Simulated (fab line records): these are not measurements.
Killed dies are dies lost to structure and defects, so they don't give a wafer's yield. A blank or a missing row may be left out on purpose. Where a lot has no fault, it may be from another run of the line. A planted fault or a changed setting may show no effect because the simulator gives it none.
Chamber matching ; flow n5_finfet ; 4 sister chambers for N5_BEOL_M12_DESCUM_33 on rie_diel-04
The step chemistry O2, time 7.9 s. 4 wafers are shown with their chamber, then 9 later ones without.

== WAFERS WITH THEIR CHAMBER ==
wafer;chamber;drypump_motor_current_A (A)
L087.2;2;5.6
L091.1;1;6.2
L091.4;3;5.5
L091.5;0;5.8

== WAFERS WITHOUT THEIR CHAMBER ==
wafer;drypump_motor_current_A (A)
L086.2;5.6
L086.4;6.1
L086.6;5.8
L092.1;5.5
L092.3;5.5
L092.5;5.6
L094.4;5.8
L094.5;5.5
L094.6;5.6

== THE CHAMBER EACH PASSED THROUGH ==
wafer;from the rows above;in truth
L086.2;2;2
L086.4;1;1
L086.6;0;0
L092.1;3;3
L092.3;3;3
L092.5;2;2
L094.4;0;0
L094.5;3;3
L094.6;2;2
Correct placement for 9 of the 9. From these rows, 0 cannot be placed. Wrongly placed: 0.
How it was worked out, from the rows above alone: a wafer's distance from a chamber is the root of the sum, over the readings, of the square of ((its reading less the chamber's mean) divided by the reading's scatter). The wafer belongs to the nearest chamber; if the next one is less than 2 further off, it can't be placed. A chamber's mean is the mean of its shown wafers. The scatter (one wafer shown for each chamber): square how far every hidden wafer sits from the nearest shown wafer, average those squares and take the square root.
